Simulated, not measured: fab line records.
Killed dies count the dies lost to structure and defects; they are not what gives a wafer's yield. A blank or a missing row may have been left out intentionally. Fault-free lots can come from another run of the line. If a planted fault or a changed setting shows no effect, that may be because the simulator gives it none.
fab line records ; flow n5-finfet
record lots=12; wafers=32; last-day=18
route steps=1938 shown BEOL_M7@1266 PASSIVATION@1936
lots that met no fault: taken from a fault-free run of the same line
start-h: the number of hours between the record's first day and the start of the first shown wafer of the lot ; wait-h: hours since the lot's step before ; " the same as in the row above ; L1.1+2: a row that stands for several wafers ; - either no value or no given start ; * or withheld: withheld ; < > ~ a bound
route shown NAME@n: a module of which the file shows steps, and the number in the route of the first ; usual: the fault-free wafers' mean and standard deviation ; same: alike in all rows ; chamber/n: place in a boat ; sites: the reading at each site ; _std_site: how widely they spread, as a standard deviation ; _edge_site: inner sites' mean taken away from outer sites' mean ; radius-mm: how far each site lies from the wafer's centre ; mask NAME#n: copy n ; behind: the tool/chamber that last shaped the wafer ; hold: why the lot went on hold/how many hours it stayed there/how the hold came to an end ; device: the transistor (n, p or np) that didn't switch ; end of line: the route-end tests of the same wafers ; a step with no rows: only its recipe ; killed: not the wafer's yield, but the dies lost to structure and defects at the first sort ; map: per-die view of a wafer (x killed, . not killed, _ where there is no die)
set.NAME: the run value of the setting; set.NAME@STEP: its run value at that earlier step ; model.NAME: the simulator's own value behind a step, which no gauge read
the route's steps for a sample of lots (tables are steps, rows are wafers)
services: the hour from which a tool's chamber was out of use, counted from the record's first day as start-h (under 0 if before that day), plus the number of hours and why
## steps
# step N5_BEOL_M7_PECVD_70
# recipe material=SiO2; target-thk-a=200; temp-c=400; precursor=TEOS/O2; pressure-torr=5.5; rf-w=450; teos-flow-sccm=53.8; gas=O2; flow-sccm=3000; time-s=22.7
# usual heater-power-w=691/61; showerhead-plenum-p-Torr=8.79/0.053; throttle-valve-pct=22.5/1.2
lot.wafer;tool;chamber;start-h;wait-h;heater-power-w;showerhead-plenum-p-Torr;throttle-valve-pct
L361.2;pecvd-03;2;200.56;0.0;710;8.77;20.9
L361.3;pecvd-03;1;200.56;0.0;767;8.88;21.7
L361.5;pecvd-03;2;200.56;0.0;694;8.76;21.0
L363.2;pecvd-03;2;221.81;0.0;742;8.78;21.5
L363.5;pecvd-03;0;221.81;0.0;746;8.76;22.2
L363.6;pecvd-03;1;221.81;0.0;759;8.90;21.6
L364.2;pecvd-02;1;223.89;0.0;715;8.81;22.0
L364.4;pecvd-02;1;223.89;0.0;740;8.84;22.2
L364.6;pecvd-02;2;223.89;0.0;668;8.77;22.5
L366.3;pecvd-02;1;232.30;0.0;627;8.83;22.2
L366.5;pecvd-02;2;232.30;0.0;577;8.77;22.6
L366.6;pecvd-02;1;232.30;0.0;673;8.84;22.3
L367.2;pecvd-03;0;238.91;0.0;794;8.76;22.4
L367.3;pecvd-03;1;238.91;0.0;649;8.89;21.8
L368.1;pecvd-02;1;254.75;0.0;634;8.85;22.4
L368.3;pecvd-02;0;254.75;0.0;600;8.79;24.7
L368.4;pecvd-02;1;254.75;0.0;652;8.82;22.3
L371.1;pecvd-02;0;259.80;0.0;699;8.80;25.1
L371.2;pecvd-02;1;259.80;0.0;697;8.82;22.4
L371.4;pecvd-02;0;259.80;0.0;688;8.80;25.2
L370.4;pecvd-02;1;264.33;0.1;701;8.82;22.3
L370.6;pecvd-02;2;264.33;0.1;716;8.75;22.4
L372.1;pecvd-02;2;270.10;0.0;700;8.77;22.5
L372.5;pecvd-02;2;270.10;0.0;689;8.76;22.6
L380.2;pecvd-04;1;319.08;0.0;731;8.77;21.6
L380.3;pecvd-04;0;319.08;0.0;765;8.76;21.6
L380.6;pecvd-04;2;319.08;0.0;615;8.73;24.0
L381.1;pecvd-03;1;324.02;0.0;727;8.89;21.8
L381.4;pecvd-03;2;324.02;0.0;641;8.77;21.2
L381.6;pecvd-03;1;324.02;0.0;732;8.88;21.9
L382.1;pecvd-04;2;344.00;0.0;619;8.70;23.8
L382.4;pecvd-04;2;344.00;0.0;602;8.70;24.1
# step N5_BEOL_M7_CD_MEAS_28
# recipe target-cd-nm=40; landing-energy-ev=500; detector=se-inlens
# usual cd-nm=39.97/0.26
lot.wafer;tool;chamber;start-h;wait-h;cd-nm
L361.2;cd-sem-01;0;204.28;-;40.46
L361.3;cd-sem-01;0;204.28;-;39.89
L361.5;cd-sem-01;0;204.28;-;39.84
L363.2;cd-sem-01;0;224.96;-;39.71
L363.5;cd-sem-01;0;224.96;-;40.15
L363.6;cd-sem-01;0;224.96;-;39.93
L364.2;cd-sem-01;0;227.78;-;39.57
L364.4;cd-sem-01;0;227.78;-;39.87
L364.6;cd-sem-01;0;227.78;-;40.48
L366.3;cd-sem-03;0;235.63;-;40.13
L366.5;cd-sem-03;0;235.63;-;40.30
L366.6;cd-sem-03;0;235.63;-;39.67
L367.2;cd-sem-01;0;242.80;-;39.70
L367.3;cd-sem-01;0;242.80;-;39.99
L368.1;cd-sem-02;0;257.20;-;40.11
L368.3;cd-sem-02;0;257.20;-;40.26
L368.4;cd-sem-02;0;257.20;-;40.22
L370.4;cd-sem-01;0;266.73;-;40.07
L370.6;cd-sem-01;0;266.73;-;39.87
L371.1;cd-sem-02;0;266.89;-;40.06
L371.2;cd-sem-02;0;266.89;-;40.19
L371.4;cd-sem-02;0;266.89;-;40.02
L372.1;cd-sem-01;0;272.41;-;40.24
L372.5;cd-sem-01;0;272.41;-;39.81
L380.2;cd-sem-02;0;323.22;-;40.54
L380.3;cd-sem-02;0;323.22;-;40.25
L380.6;cd-sem-02;0;323.22;-;40.11
L381.1;cd-sem-03;0;328.02;-;39.60
L381.4;cd-sem-03;0;328.02;-;39.81
L381.6;cd-sem-03;0;328.02;-;40.19
L382.1;cd-sem-02;0;347.30;-;40.32
L382.4;cd-sem-02;0;347.30;-;40.42
# step N5_BEOL_M7_DEGAS_44
# recipe ambient=vacuum; temp-c=250; time-s=60
# usual heater-power-w=325/42
lot.wafer;tool;chamber;start-h;wait-h;heater-power-w
L361.2;pvd-sputter-02;-;205.76;0.4;267
L361.3;pvd-sputter-02;-;205.76;0.4;371
L361.5;pvd-sputter-02;-;205.76;0.4;340
L363.2;pvd-sputter-02;-;226.38;0.5;368
L363.5;pvd-sputter-02;-;226.38;0.5;348
L363.6;pvd-sputter-02;-;226.38;0.5;272
L364.2;pvd-sputter-02;-;229.05;0.3;275
L364.4;pvd-sputter-02;-;229.05;0.3;372
L364.6;pvd-sputter-02;-;229.05;0.3;353
L366.3;pvd-sputter-03;-;238.90;1.6;422
L366.5;pvd-sputter-03;-;238.90;1.6;349
L366.6;pvd-sputter-03;-;238.90;1.6;415
L367.2;pvd-sputter-01;-;244.41;0.3;264
L367.3;pvd-sputter-01;-;244.41;0.3;309
L368.1;pvd-sputter-01;-;258.37;0.4;293
L368.3;pvd-sputter-01;-;258.37;0.4;273
L368.4;pvd-sputter-01;-;258.37;0.4;304
L370.4;pvd-sputter-03;-;267.96;0.1;287
L370.6;pvd-sputter-03;-;267.96;0.1;290
L371.1;pvd-sputter-01;-;268.05;0.3;315
L371.2;pvd-sputter-01;-;268.05;0.3;288
L371.4;pvd-sputter-01;-;268.05;0.3;305
L372.1;pvd-sputter-01;-;273.69;0.3;299
L372.5;pvd-sputter-01;-;273.69;0.3;291
L380.2;pvd-sputter-01;-;324.48;0.3;290
L380.3;pvd-sputter-01;-;324.48;0.3;310
L380.6;pvd-sputter-01;-;324.48;0.3;273
L381.1;pvd-sputter-03;-;329.37;0.6;429
L381.4;pvd-sputter-03;-;329.37;0.6;351
L381.6;pvd-sputter-03;-;329.37;0.6;358
L382.1;pvd-sputter-02;-;349.34;0.6;360
L382.4;pvd-sputter-02;-;349.34;0.6;278
# step N5_BEOL_M7_ANNEAL_51
# recipe temp-c=225; time-s=90; ambient=N2
# usual wafer_temp_C_max=225.78/0.21
lot.wafer;tool;chamber;start-h;wait-h;wafer_temp_C_max
L361.2;rtp-anneal-02;0;207.02;0.1;226.37
L361.3;rtp-anneal-02;0;207.02;0.1;225.97
L361.5;rtp-anneal-02;0;207.02;0.1;225.98
L363.2;rtp-anneal-02;0;228.14;0.7;225.72
L363.5;rtp-anneal-02;0;228.14;0.7;226.09
L363.6;rtp-anneal-02;0;228.14;0.7;225.82
L364.2;rtp-anneal-02;0;230.09;0.1;226.21
L364.4;rtp-anneal-02;0;230.09;0.1;225.73
L364.6;rtp-anneal-02;0;230.09;0.1;226.05
L366.3;rtp-anneal-01;0;239.97;0.2;225.82
L366.5;rtp-anneal-01;0;239.97;0.2;225.81
L366.6;rtp-anneal-01;0;239.97;0.2;225.76
L367.2;rtp-anneal-01;0;246.14;0.2;225.81
L367.3;rtp-anneal-01;0;246.14;0.2;225.71
L368.1;rtp-anneal-01;0;262.08;0.2;225.77
L368.3;rtp-anneal-01;0;262.08;0.2;225.77
L368.4;rtp-anneal-01;0;262.08;0.2;225.75
L371.1;rtp-anneal-01;0;269.50;0.3;225.71
L371.2;rtp-anneal-01;0;269.50;0.3;225.54
L371.4;rtp-anneal-01;0;269.50;0.3;225.66
L370.4;rtp-anneal-02;0;269.59;0.4;225.74
L370.6;rtp-anneal-02;0;269.59;0.4;226.17
L372.1;rtp-anneal-01;0;275.69;1.1;225.29
L372.5;rtp-anneal-01;0;275.69;1.1;225.33
L380.2;rtp-anneal-01;0;325.33;0.1;225.61
L380.3;rtp-anneal-01;0;325.33;0.1;225.44
L380.6;rtp-anneal-01;0;325.33;0.1;225.61
L381.1;rtp-anneal-02;0;330.68;0.3;225.71
L381.4;rtp-anneal-02;0;330.68;0.3;225.57
L381.6;rtp-anneal-02;0;330.68;0.3;225.83
L382.1;rtp-anneal-02;0;351.62;0.1;225.61
L382.4;rtp-anneal-02;0;351.62;0.1;225.65
# step N5_BEOL_M7_CMP_52
# recipe stop-on=SiCOH_lowk; t-overpolish-s=6.9; down-force-psi=1; platen-rpm=50; clearing-platen-down-force-psi=1.5; clearing-platen-rpm=50; post-cmp-clean=cu-alkaline; target-thk-nm=80; clearing-platen-pad-velocity-m-s=0.99484; pad-velocity-m-s=0.99484
# usual barrier-field-endpoint-s=28.5/0.73; motor-current-A=5.9/0.7; overpolish-run-s=6.900/0.0088
lot.wafer;tool;chamber;start-h;wait-h;barrier-field-endpoint-s;motor-current-A;overpolish-run-s
L361.2;cmp-01;0;207.31;0.2;28.2;6.3;6.898
L361.3;cmp-01;2;207.31;0.2;28.5;5.1;6.899
L361.5;cmp-01;0;207.31;0.2;29.0;6.0;6.910
L363.2;cmp-01;2;228.41;0.2;27.8;5.3;6.891
L363.5;cmp-01;2;228.41;0.2;28.5;5.0;6.897
L363.6;cmp-01;3;228.41;0.2;28.8;6.9;6.922
L364.4;cmp-03;1;230.78;0.6;28.4;7.7;6.910
L364.2;cmp-03;2;230.78;0.6;29.0;6.3;6.903
L364.6;cmp-03;0;230.78;0.6;28.6;5.2;6.908
L366.3;cmp-03;1;240.25;0.2;27.7;7.2;6.896
L366.6;cmp-03;3;240.25;0.2;29.4;5.3;6.899
L366.5;cmp-03;0;240.25;0.2;29.1;5.0;6.894
L367.2;cmp-03;2;246.39;0.2;28.3;6.3;6.897
L367.3;cmp-03;0;246.39;0.2;29.0;5.0;6.914
L368.1;cmp-04;3;262.42;0.3;28.8;6.6;6.888
L368.3;cmp-04;0;262.42;0.3;28.8;6.1;6.903
L368.4;cmp-04;1;262.42;0.3;28.8;5.8;6.891
L370.4;cmp-01;0;269.88;0.2;28.8;6.3;6.905
L370.6;cmp-01;1;269.88;0.2;29.2;5.3;6.906
L371.2;cmp-04;2;270.08;0.4;28.6;5.3;6.897
L371.4;cmp-04;0;270.08;0.4;28.1;5.8;6.896
L371.1;cmp-04;1;270.08;0.4;27.9;6.3;6.915
L372.1;cmp-01;0;276.31;0.5;28.6;6.2;6.899
L372.5;cmp-01;0;276.31;0.5;40.8;6.3;5.968
L380.3;cmp-04;3;325.66;0.2;27.9;6.3;6.893
L380.2;cmp-04;0;325.66;0.2;28.0;6.2;6.903
L380.6;cmp-04;2;325.66;0.2;29.1;5.8;6.906
L381.4;cmp-01;3;331.06;0.2;27.7;6.9;6.890
L381.1;cmp-01;0;331.06;0.2;29.1;6.3;6.901
L381.6;cmp-01;1;331.06;0.2;28.8;5.5;6.892
L382.1;cmp-01;2;352.11;0.4;29.5;5.0;6.914
L382.4;cmp-01;0;352.11;0.4;28.7;6.3;6.911
# step N5_PASSIVATION_PROBE_49
# usual defect-limited-yield=91.7/1.7; killed_at_M0_to_M3=34/10; killed_at_M4_up=13/5.1; killed-at-contacts=12/6.2; killed-at-front-end=36/12; killed-at-other=3.2/2.6; killed-dies=98/20; killed-on-rim=13/4.5; killed-open=65/13; killed-short=32/8.4; sort_bin_5_function=4.8/1.1; sort_bin_6_memory=3.2/0.74; sort_bin_8_speed=0.00/0.012; sort-n-pass=1082/20; sort-yield-pct=91.7/1.7
# same gross-dies=1180; killed-at-back-side=0; sort_bin_4_leakage[%]=0
lot.wafer;tool;chamber;start-h;wait-h;defect-limited-yield[%];killed_at_M0_to_M3;killed_at_M4_up;killed-at-contacts;killed-at-front-end;killed-at-other;killed-dies;killed-on-rim;killed-open;killed-short;sort_bin_5_function[%];sort_bin_6_memory[%];sort_bin_8_speed[%];sort-n-pass;sort-yield-pct[%]
L370.4;prober-01;-;340.57;0.2;94.0;16;12;15;25;3;71;8;47;24;3.4;2.2;0;1109;94.0
L370.6;prober-01;-;340.67;0.3;93.2;31;7;13;29;0;80;9;54;26;3.6;3.1;0;1100;93.2
# killed by level:class
L370.4 MOL_CONTACT_COAG:geometric-particle:open=12 BEOL_M4:geometric-particle:open=8 GATE_CUT:geometric-particle:short=6 FIN_SAQP:geometric-particle:open=5 BEOL_M0_SAQP:geometric-particle:open=5 FIN_SAQP:geometric-particle:short=4 GATE_CUT:geometric-particle:open=3 MOL_CONTACT_COAG:geometric-particle:short=3
L370.6 MOL_CONTACT_COAG:geometric-particle:open=10 BEOL_M2:geometric-particle:open=9 FIN_SAQP:geometric-particle:open=7 GATE_CUT:geometric-particle:short=5 BEOL_M3:geometric-particle:short=5 FIN_SAQP:geometric-particle:short=4 BEOL_M0_SAQP:geometric-particle:open=4 BEOL_M1:geometric-particle:open=4
## services
tool;chamber;start-h;hours;kind
cmp-03;-;176.83;0.3;repair
cmp-03;-;177.29;0.4;repair
pecvd-03;-;177.66;0.8;repair
cmp-04;-;193.84;4.0;pm
cmp-01;-;196.87;1.1;repair
pecvd-02;0;197.89;5.5;scheduled-down
cmp-04;-;210.32;21.3;pm
cmp-01;-;216.71;2.7;repair
cmp-01;-;228.63;4.0;pm
pecvd-02;-;233.00;0.7;repair
cmp-01;-;249.01;5.0;pm
cmp-04;-;249.41;4.6;pm
pecvd-04;-;252.22;14.6;pm
cmp-01;-;258.07;4.0;repair
pvd-sputter-01;-;260.51;3.0;repair
cmp-04;-;293.47;3.0;repair
cmp-04;-;297.69;3.6;repair
cmp-03;-;310.81;1.6;repair
cmp-03;-;316.38;4.0;pm
cmp-04;-;326.54;7.1;pm
cmp-04;-;336.19;2.5;repair
pecvd-04;1;341.19;4.1;repair
cmp-03;-;343.22;4.0;pm
cmp-04;-;348.12;2.1;repair
## key
first-sign step=N5_BEOL_M7_CMP_52; reading=overpolish-run-s; direction=down; sigmas=99+; usual=6.900; struck=5.968
effect step=N5_BEOL_M7_CMP_52; reading=barrier-field-endpoint-s; direction=up; sigmas=17; usual=28.5; struck=40.8
met-at N5_BEOL_M7_PECVD_70
struck-lots L372
struck-wafers L372.5
baseline-loss step=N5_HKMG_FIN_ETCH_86; wafers=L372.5
not-acting-at N5_BEOL_M7_CD_MEAS_28,N5_BEOL_M7_DEGAS_44,N5_BEOL_M7_ANNEAL_51
onset-between 264.33 270.10
fault kind=process-parameter-drift; tool=pecvd-02; chamber=-; onset-h=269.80; steps=N5_BEOL_M7_PECVD_70; channel=time-s; offset=*; shape=step; end-h=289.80; scope=struck-wafers-only; acts-in=*; stated=*
# baseline-loss: these wafers lose ten dies or more at that step, a loss of the line's own and not of a fault; the sort's usual values leave them out
